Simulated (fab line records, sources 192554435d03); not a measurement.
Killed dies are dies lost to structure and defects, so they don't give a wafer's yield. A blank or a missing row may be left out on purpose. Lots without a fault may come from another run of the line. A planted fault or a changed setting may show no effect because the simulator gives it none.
fab line records | flow n5_finfet
record lots=6 wafers=18 last_day=19
route steps=1938 shown ILD0@337 SDB@347 BEOL_M4@1111
lots that met no fault: from a run of the same line without faults
start_h: hours from the record's first day to the start of the lot's first wafer shown | wait_h: hours since the lot's step before | " the same as in the row above | L1.1+2: a row that stands for several wafers | - no value, or no start given | * or withheld: withheld | < > ~ a bound
route shown NAME@n: a module of which the file shows steps, and the number in the route of the first | usual: mean/standard deviation of fault-free wafers | same: alike in all rows | chamber/n: place in a boat | sites: the reading at each site | _std_site: their standard deviation | _edge_site: outer sites' mean less inner sites' | radius_mm: how far each site lies from the wafer's centre | mask NAME#n: copy n | behind: the tool/chamber that last shaped the wafer | hold: why the lot was held/for how many hours/how that ended | device: the transistor (n, p or np) that didn't switch | end of line: the same wafers' tests at the end of the route | a step without rows: its recipe alone | killed: dies lost to structure and defects at the first sort, not the wafer's yield | map: a wafer's dies, x killed, . not, _ none there
set.NAME: the setting as run; set.NAME@STEP: as run at that earlier step | model.NAME: the simulator's own value behind a step, which no gauge read
lots at some steps of the route; a table a step, a row a wafer
services: from which hour (start_h, from the record's first day; less than 0 if before it) a tool's chamber was out of use, for how many hours, and why
## steps
# step N5_ILD0_CURE_02
# recipe temp_c=450 time_s=1800 ambient=steam idle_temp_c=400 ramp_up_c_per_min=5 ramp_down_c_per_min=3 densification_p_h2o_torr=640
# step N5_ILD0_CMP_03
# recipe stop_on=SiNx t_overpolish_s=1.9 post_cmp_clean=alkaline_brush down_force_psi=4.1491 platen_rpm=51.796 pad_velocity_m_s=1.0306 target_thk_nm=197.38
# usual motor_current_A=12.7/0.94 overpolish_run_s=1.900/0.0097 time_to_endpoint_s=69/4.2
# columns lot.wafer tool chamber start_h wait_h motor_current_A overpolish_run_s time_to_endpoint_s
L836.1 cmp-03 0 105.03 0.1 12.7 1.895 67
L836.2 " 1 " " 11.4 1.907 66
L836.3 " 3 " " 14.0 1.914 64
L840.1 cmp-01 1 128.03 0.1 12.8 1.903 73
L840.4 " 3 " " 12.0 1.907 74
L840.6 " 1 " " 13.2 1.897 72
L841.1 cmp-01 1 135.87 0.1 13.1 1.892 78
L841.3 " 2 " " 13.4 1.894 78
L841.5 " 0 " " 14.4 1.902 80
L845.3 cmp-04 3 158.39 0.1 12.7 1.905 64
L845.1 " 0 " " 11.3 1.884 64
L845.5 " 1 " " 13.8 1.886 66
L846.3 cmp-04 0 166.06 0.0 11.7 1.913 65
L846.1 " 1 " " 13.1 1.900 68
L846.6 " 1 " " 13.8 1.889 63
L851.3 cmp-01 0 202.56 0.1 13.7 1.885 70
L851.1 " 1 " " 13.4 1.904 69
L851.5 " 3 " " 12.4 1.906 68
# step N5_ILD0_THK_MEAS_04
# usual thk_nm=197.2/1
# columns lot.wafer tool chamber start_h wait_h thk_nm
L836.1 film_metro-01 - 105.32 - 197.1
L836.2 " - " " 197.4
L836.3 " - " " 196.8
L840.1 film_metro-01 - 128.33 - 197.1
L840.4 " - " " 197.8
L840.6 " - " " 196.4
L841.1 film_metro-01 - 136.09 - 198.1
L841.3 " - " " 197.4
L841.5 " - " " 196.7
L845.1 film_metro-01 - 158.61 - 195.3
L845.3 " - " " 197.5
L845.5 " - " " 197.1
L846.1 film_metro-02 - 166.36 - 196.0
L846.3 " - " " 196.3
L846.6 " - " " 195.6
L851.1 film_metro-02 - 202.78 - 196.8
L851.3 " - " " 197.0
L851.5 " - " " 196.8
# step N5_ILD0_CMP_07
# recipe stop_on=poly-Si material=SiO2_flowable t_overpolish_s=1.18 post_cmp_clean=alkaline_brush down_force_psi=4.1491 platen_rpm=51.796 pad_velocity_m_s=1.0306 target_thk_nm=138.88
# usual motor_current_A=12.7/0.77
# columns lot.wafer tool chamber start_h wait_h motor_current_A
L836.3 cmp-03 3 105.48 0.2 14.1
L836.1 " 1 " " 11.1
L836.2 " 2 " " 14.3
L840.1 cmp-01 3 128.43 0.1 11.9
L840.4 " 0 " " 13.7
L840.6 " 2 " " 13.9
L841.3 cmp-01 0 136.29 0.2 13.5
L841.1 " 3 " " 12.5
L841.5 " 0 " " 12.9
L845.3 cmp-04 2 158.64 0.0 12.7
L845.1 " 3 " " 12.3
L845.5 " 3 " " 13.0
L846.1 cmp-01 1 166.39 0.0 12.5
L846.3 " 3 " " 12.7
L846.6 " 2 " " 13.1
L851.3 cmp-04 0 202.81 0.0 11.6
L851.1 " 1 " " 13.4
L851.5 " 1 " " 12.8
# step N5_ILD0_THK_MEAS_08
# usual thk_nm=139.1/0.92
# columns lot.wafer tool chamber start_h wait_h thk_nm
L836.1 film_metro-02 - 105.78 - 137.3
L836.2 " - " " 138.0
L836.3 " - " " 137.1
L840.1 film_metro-01 - 128.65 - 139.4
L840.4 " - " " 139.5
L840.6 " - " " 137.6
L841.1 film_metro-02 - 136.59 - 139.6
L841.3 " - " " 139.0
L841.5 " - " " 138.3
L845.1 film_metro-02 - 158.93 - 136.8
L845.3 " - " " 138.1
L845.5 " - " " 137.8
L846.1 film_metro-01 - 166.68 - 139.0
L846.3 " - " " 139.0
L846.6 " - " " 138.9
L851.1 film_metro-02 - 203.10 - 140.3
L851.3 " - " " 140.0
L851.5 " - " " 139.8
# step N5_ILD0_PRECLEAN_10
# recipe chemistry=NF3:NH3 afs_cycles=5 time_s=20 temp_c=30 sublimation_temp_c=180 sublimation_time_s=60 pressure_torr=3 rf_power_w=30
# step N5_ILD0_ALD_15
# recipe material=SiNx target_thk_a=240 temp_c=400 ald_precursor_family=SiH2I2 ald_co_reactant=N2/H2-plasma pulse_time_s=1 ald_cycles=480 purge_time_s=2 co_reactant_purge_time_s=2 pressure_torr=2
# usual heater_power_w=850/57 precursor_pulse_height_rel=1.000/0.018
# same ald_cycles=480
# columns lot.wafer tool chamber start_h wait_h heater_power_w precursor_pulse_height_rel
L836.1 ald_sin-04 0 106.50 0.6 900 1.007
L836.2 " 3 " " 842 1.016
L836.3 " 1 " " 791 1.040
L840.1 ald_sin-02 0 129.37 0.6 931 0.980
L840.4 " 1 " " 873 0.967
L840.6 " 2 130.46 1.1 771 1.005
L841.1 ald_sin-02 2 137.30 0.6 794 0.985
L841.3 " 1 " " 875 0.971
L841.5 " 3 138.39 1.2 909 1.045
L845.1 ald_sin-04 3 159.68 0.6 840 1.028
L845.3 " 0 " " 897 0.999
L845.5 " 1 160.77 1.3 791 0.989
L846.1 ald_sin-03 0 167.40 0.6 832 0.989
L846.3 " 2 " " 863 0.996
L846.6 " 1 168.49 1.1 827 1.017
L851.1 ald_sin-04 0 203.91 0.7 877 1.004
L851.3 " 2 " " 709 1.012
L851.5 " 0 204.99 1.3 876 1.007
# step N5_ILD0_CMP_12
# recipe stop_on=poly-Si material=SiNx t_overpolish_s=6 post_cmp_clean=alkaline_brush down_force_psi=2.5 platen_rpm=51.8 pad_velocity_m_s=1.0307 target_thk_nm=17.67
# usual motor_current_A=9.3/0.74 overpolish_run_s=5.999/0.0097 time_to_endpoint_s=29.2/2.3
# columns lot.wafer tool chamber start_h wait_h motor_current_A overpolish_run_s time_to_endpoint_s
L836.2 cmp-03 1 108.70 1.1 8.3 5.991 25.5
L836.3 " 2 " " 10.7 5.995 24.6
L836.1 " 0 " " 8.4 5.997 25.3
L840.4 cmp-01 2 131.59 1.1 9.8 6.001 26.8
L840.1 " 3 " " 8.2 5.998 26.4
L840.6 " 3 " " 8.5 5.992 27.7
L841.1 cmp-04 3 139.58 1.2 9.2 6.007 27.5
L841.3 " 0 " " 8.1 5.984 29.0
L841.5 " 2 " " 9.1 6.006 30.5
L845.1 cmp-04 2 162.22 1.5 9.0 6.003 26.9
L845.3 " 0 " " 8.2 6.006 27.5
L845.5 " 2 " " 9.3 6.003 27.2
L846.3 cmp-04 2 169.68 1.2 9.2 5.991 24.7
L846.1 " 3 " " 9.3 5.986 24.6
L846.6 " 0 " " 7.9 6.013 26.4
L851.3 cmp-04 0 206.18 1.2 8.4 6.001 32.5
L851.1 " 1 " " 10.3 5.988 31.8
L851.5 " 3 " " 9.9 6.008 29.7
# step N5_ILD0_THK_MEAS_13
# usual thk_nm=17.7/0.92
# columns lot.wafer tool chamber start_h wait_h thk_nm
L836.1 film_metro-01 - 108.99 - 18.4
L836.2 " - " " 17.0
L836.3 " - " " 18.1
L840.1 film_metro-02 - 131.88 - 19.8
L840.4 " - " " 18.9
L840.6 " - " " 19.3
L841.1 film_metro-01 - 139.80 - 16.5
L841.3 " - " " 17.6
L841.5 " - " " 17.3
L845.1 film_metro-01 - 162.52 - 15.4
L845.3 " - " " 17.0
L845.5 " - " " 17.2
L846.1 film_metro-01 - 169.90 - 18.2
L846.3 " - " " 18.5
L846.6 " - " " 18.3
L851.1 film_metro-02 - 206.40 - 19.1
L851.3 " - " " 19.9
L851.5 " - " " 19.1
# step N5_ILD0_INSPECT_06
# recipe inspect_instrument=darkfield mode=post_cmp
# usual raw_defect_count=41/18
# columns lot.wafer tool chamber start_h wait_h raw_defect_count
L836.1 defect_inspect-01 - 109.02 0.0 41
L836.2 " - " " 38
L836.3 " - " " 15
L840.1 defect_inspect-01 - 131.91 0.0 34
L840.4 " - " " 33
L840.6 " - " " 28
L841.1 defect_inspect-02 - 139.82 0.0 32
L841.3 " - " " 37
L841.5 " - " " 28
L845.1 defect_inspect-01 - 162.54 0.0 34
L845.3 " - " " 35
L845.5 " - " " 26
L846.1 defect_inspect-02 - 169.92 0.0 15
L846.3 " - " " 23
L846.6 " - " " 28
L851.1 defect_inspect-02 - 206.43 0.0 29
L851.3 " - " " 63
L851.5 " - " " 37
# step N5_SDB_HM_DEP_00
# recipe material=SiNx target_thk_a=400 temp_c=400 precursor=SiH4/NH3/N2 pressure_torr=1.5 rf_w=300 time_s=35.3
# usual heater_power_w=781/92 rf_fwd_power_W=297.8/0.98 showerhead_plenum_p_Torr=5.09/0.066 throttle_valve_pct=40.9/1.9
# columns lot.wafer tool chamber start_h wait_h heater_power_w rf_fwd_power_W showerhead_plenum_p_Torr throttle_valve_pct
L836.1 pecvd-02 0 109.05 0.0 728 297.7 5.08 39.8
L836.2 " 2 " " 755 299.8 5.04 39.0
L836.3 " 2 " " 788 300.0 5.03 39.0
L840.1 pecvd-01 1 131.95 0.0 864 297.1 5.19 45.5
L840.4 " 0 " " 613 298.4 5.03 41.6
L840.6 " 1 " " 882 297.3 5.18 45.7
L841.1 pecvd-02 1 139.86 0.0 701 297.5 5.25 40.3
L841.3 " 0 " " 752 299.6 5.06 39.8
L841.5 " 1 " " 697 297.5 5.23 40.5
L845.1 pecvd-03 0 162.58 0.0 823 298.8 5.09 40.9
L845.3 " 2 " " 720 299.2 5.05 42.2
L845.5 " 2 " " 711 299.2 5.04 42.2
L846.1 pecvd-02 1 169.96 0.0 703 295.9 5.23 39.9
L846.3 " 0 " " 783 297.2 5.08 39.7
L846.6 " 0 " " 777 298.1 5.07 39.9
L851.1 pecvd-03 0 206.46 0.0 838 297.7 5.09 41.1
L851.3 " 0 " " 867 297.8 5.11 41.0
L851.5 " 1 " " 794 300.0 5.03 41.6
# step N5_SDB_COAT_03
# recipe resist=SOC temp_c=250 time_s=60 spin_rpm=1500 resist_thk_nm=100
# step N5_SDB_COAT_04
# recipe resist=SiARC temp_c=220 time_s=60 spin_rpm=1500 resist_thk_nm=18
# usual plate_temp_C=220.00/0.17 run_length_s=66.31/0.2
# columns lot.wafer tool chamber start_h wait_h plate_temp_C run_length_s
L836.1 litho_track-05 0 109.17 - 219.81 66.19
L836.2 " 0 " " 219.83 66.03
L836.3 " 0 " " 220.00 66.22
L840.1 litho_track-05 0 132.06 - 220.00 66.07
L840.4 " 0 " " 220.05 76.77
L840.6 " 0 " " 220.07 76.63
L841.1 litho_track-05 0 139.95 - 220.21 66.07
L841.3 " 0 " " 220.16 76.85
L841.5 " 0 " " 220.08 66.00
L845.1 litho_track-02 0 162.66 - 219.95 66.74
L845.3 " 0 " " 219.83 66.60
L845.5 " 0 " " 219.98 66.52
L846.1 litho_track-03 0 170.04 - 219.78 66.49
L846.3 " 0 " " 219.85 66.64
L846.6 " 0 " " 219.94 66.28
L851.1 litho_track-05 0 206.57 - 220.13 66.00
L851.3 " 0 " " 220.34 66.09
L851.5 " 0 " " 220.04 66.09
# step N5_SDB_COAT_05
# recipe resist=CAR-ArF spin_rpm=1500 resist_thk_nm=90
# step N5_BEOL_M4_RC_MEAS_101
# usual DIBL_N=35.9/1.2 DIBL_P=35.9/1.4 IOFF_N=0.149/0.02 IOFF_P=0.205/0.022 ION_N=671/8.8 ION_P=461/5.9 SS_N=71.4/0.51 SS_P=73.2/0.56 VT_N=250.6/2.5 VT_P=-250.1/2.3
# columns lot.wafer tool chamber start_h wait_h DIBL_N[mV/V] DIBL_P[mV/V] IOFF_N[nA/um] IOFF_P[nA/um] ION_N[uA/um] ION_P[uA/um] SS_N[mV/dec] SS_P[mV/dec] VT_N[mV] VT_P[mV]
L836.1 prober-01 0 252.78 0.0 34.8 34.0 0.127 0.188 665 458 70.6 72.8 253.1 -249.5
L836.2 " 0 " " 36.9 36.2 0.155 0.208 662 456 71.2 73.1 250.3 -250.4
L836.3 " 0 " " 35.2 34.4 0.138 0.192 668 463 70.4 72.8 250.2 -248.2
L841.1 prober-02 0 269.15 0.0 37.6 35.5 0.148 0.225 663 461 71.2 72.8 248.3 -250.1
L841.3 " 0 " " 35.6 32.9 0.119 0.185 654 460 70.3 72.2 252.7 -252.9
L841.5 " 0 " " 36.2 34.1 0.125 0.201 661 463 70.9 72.0 254.0 -249.6
L840.1 prober-02 0 292.79 0.0 36.5 37.1 0.170 0.231 675 468 70.8 73.6 247.9 -246.5
L840.4 " 0 " " 35.7 36.7 0.163 0.224 685 469 71.3 73.3 248.8 -248.1
L840.6 " 0 " " 35.7 36.9 0.161 0.229 677 471 71.6 73.3 247.7 -246.6
L846.1 prober-01 0 297.53 0.0 35.4 36.7 0.154 0.196 676 462 71.0 73.1 246.4 -251.3
L846.3 " 0 " " 38.3 39.6 0.190 0.227 677 459 71.6 73.8 249.8 -249.7
L846.6 " 0 " " 37.1 38.1 0.167 0.211 686 461 71.9 74.2 247.8 -248.8
L851.1 prober-01 0 323.55 0.0 36.0 35.9 0.149 0.191 681 461 71.5 72.7 250.7 -251.3
L851.3 " 0 " " 33.8 33.3 0.113 0.160 656 451 71.0 72.1 252.8 -254.4
L851.5 " 0 " " 35.4 35.5 0.137 0.192 665 457 71.2 72.9 251.9 -251.6
L845.1 prober-02 0 332.63 0.0 36.0 36.0 0.159 0.209 675 463 71.5 72.9 249.9 -249.6
L845.3 " 0 " " 36.0 35.6 0.168 0.209 677 461 71.8 73.6 249.3 -249.5
L845.5 " 0 " " 34.8 34.5 0.142 0.197 674 462 71.1 73.8 251.0 -250.2
## services
# columns tool chamber start_h hours kind
ald_sin-03 - 85.25 14.0 pm
cmp-01 - 92.45 1.4 repair
cmp-03 - 95.87 1.1 repair
cmp-04 - 103.27 0.5 repair
pecvd-03 1 114.60 2.4 repair
cmp-03 - 119.48 74.2 repair
cmp-04 - 129.98 8.6 pm
ald_sin-04 - 136.70 1.3 repair
pecvd-03 - 139.52 5.5 pm
cmp-04 - 140.16 4.8 pm
ald_sin-02 3 140.63 5.9 repair
cmp-01 - 143.24 4.0 pm
cmp-01 - 159.33 3.0 repair
pecvd-01 0 165.85 28.0 repair
ald_sin-04 - 174.53 2.8 pm
pecvd-01 - 178.56 0.5 repair
ald_sin-03 2 183.02 6.6 repair
pecvd-01 - 185.17 6.0 pm
pecvd-02 - 192.14 2.8 pm
cmp-04 - 193.48 4.5 repair
cmp-03 - 193.68 3.5 pm
pecvd-01 - 196.17 0.8 repair
cmp-03 - 197.60 14.6 pm
cmp-04 - 201.26 0.6 repair
## key
first_sign step=N5_SDB_COAT_04 reading=run_length_s direction=up sigmas=51 usual=* struck=*
effect none on later readings
met_at N5_SDB_COAT_04
struck_wafers L840.4,L840.6,L841.3
onset_between 109.17 132.06
fault kind=process_parameter_drift tool=litho_track-05 chamber=- onset_h=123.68 steps=N5_SDB_COAT_04 channel=time_s offset=* shape=step end_h=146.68 scope=struck_wafers_only acts_in=* stated=*
